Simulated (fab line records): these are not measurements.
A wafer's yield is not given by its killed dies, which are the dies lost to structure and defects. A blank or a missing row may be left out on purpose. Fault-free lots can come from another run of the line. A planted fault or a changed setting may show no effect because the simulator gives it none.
A lot that was struck, set against a sound lot | flow n5-finfet | 23 steps out of a route of 1938
Sound: these wafers, L576.1, L576.2, L576.5. The struck wafers were L583.2, L583.4, L583.6. The cause is given at the end.
Per side, at each step with rows, come the tool, then ch with its chambers, and then its first start. Under that, the readings that differ: sound wafers | struck wafers | difference of the means | sigmas: that difference in standard deviations of wafers without a fault.
alike: readings with means less than 2 such deviations apart, plus words and numbers identical on both sides. not compared: withheld readings, readings lacking a value on some wafer, bounds such as >300 that could conceal the same value, and numbers that have no deviation in the record and whose values overlap.
The two part at a step that has a row with sigmas, a row that says differs or no value, or rows on one side only. Numbers that have no deviation but don't overlap get no sigmas and don't part them. Lack of a reading on every wafer of one side parts them only where that side has two or more wafers.

first, 8 steps without rows for these wafers: N5_BEOL_M10_DEVELOP_10 (develop time 30 s); N5_BEOL_M10_DESCUM_16 (chemistry O2, time 7.9 s); N5_BEOL_M10_ETCH_61 (etches SiARC in CF4, target depth 39 nm, time 65 s); N5_BEOL_M10_ETCH_62 (etches SOC in N2/H2, target depth 110 nm, overetch 22 nm, time 165 s); N5_BEOL_M10_STRIP_68 (strips in N2/H2); N5_BEOL_M10_STRIP_67 (strips in CF4); N5_BEOL_M10_HM_OPEN_17 (chemistry Cl2/BCl3, target TiN, target depth 20 nm, overetch 6 nm); N5_BEOL_M10_STRIP_19 (strips in O2).
N5_BEOL_M10_COAT_63: time 60 s, resist thk 100 nm.
  sound on litho-track-05 ch 0, day 11 15:05; struck on litho-track-05 ch 0, day 13 16:50
  reading                                   | sound                | struck               | difference | sigmas
  spin-speed-rpm (rpm)                      | 1500.9 1499.9 1500.3 | 1812.2 1813.9 1811.9 | +312.3     | +99 or more
  model.SOC_of_BEOL_M10_COAT_63.thk-nm (nm) | 100 99.8 100.2       | 90.6 90.8 90.8       | -9.3       |
then, 9 steps without rows for these wafers: N5_BEOL_M10_COAT_64 (time 60 s, resist thk 30 nm); N5_BEOL_M10_COAT_22 (resist thk 90 nm); N5_BEOL_M10_EBR_24; N5_BEOL_M10_SOFTBAKE_23 (time 60 s); N5_BEOL_M10_EXPOSE_25 (exposes mask V9); N5_BEOL_M10_PEB_26 (peb time 60 s); N5_BEOL_M10_DEVELOP_27 (develop time 30 s); N5_BEOL_M10_DESCUM_33 (chemistry O2, time 7.9 s); N5_BEOL_M10_ETCH_65 (etches SiARC in CF4, target depth 39 nm, time 65 s).
N5_BEOL_M10_ETCH_66: etches SOC in N2/H2, target depth 120 nm, overetch 24 nm, time 180 s.
  sound on rie-diel-03 ch 0,3, day 11 15:38; struck on rie-diel-03 ch 0,1,2, day 13 17:28
  reading                  | sound           | struck           | difference | sigmas
  model.etch.depth-nm (nm) | 100 99.87 100.1 | 90.56 90.88 90.8 | -9.24      |
  alike: drypump-motor-current-A, oes-product-au, rf-vpp-V, showerhead-plenum-p-Torr, throttle-valve-pct
  not compared: rf-hours-counter-h
then, 1 step without rows for these wafers: N5_BEOL_M10_STRIP_69 (strips in N2/H2).
N5_BEOL_M10_VIA_ETCH_34: etches SiCOH lowk in C4F6/O2, target depth 184.5 nm, time 69.2 s.
  sound on rie-diel-03 ch 0,3, day 11 15:46; struck on rie-diel-03 ch 0,1,2, day 13 17:35
  reading                                   | sound      | struck         | difference | sigmas
  model.SOC_of_BEOL_M10_COAT_63.thk-nm (nm) | 92 92 92.2 | 82.6 82.8 82.8 | -9.3       |
  alike: C4F6_flow_sccm, O2_flow_sccm, drypump-motor-current-A, oes-product-au, rf-vpp-V, showerhead-plenum-p-Torr, throttle-valve-pct
  not compared: rf-hours-counter-h
then, 1 step without rows for these wafers: N5_BEOL_M10_STRIP_73 (strips in C4F6/O2).
-- record jumps: 2 days separate the struck wafers' starts on either side; left off in module BEOL_M10, taken up again in module PASSIVATION, whose first shown step is the route's number 1936 --
N5_PASSIVATION_PROBE_49:
  struck on prober-02, day 15 19:48; sound on prober-02, day 13 17:59
  alike: defect-limited-yield, killed_at_M0_to_M3, killed_at_M4_up, killed-at-contacts, killed-at-front-end, killed-at-other, killed-dies, killed-open, killed-short, sort_bin_5_function, sort_bin_6_memory, sort-n-pass, sort-yield-pct

WHERE THEY PART
N5_BEOL_M10_COAT_63 only, going by this record. Later steps at which nothing parts them and some readings are alike: N5_BEOL_M10_ETCH_66, N5_BEOL_M10_VIA_ETCH_34, N5_PASSIVATION_PROBE_49.

WHY: whatever the simulator had introduced
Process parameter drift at N5_BEOL_M10_COAT_63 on litho-track-05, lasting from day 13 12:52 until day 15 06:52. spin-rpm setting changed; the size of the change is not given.
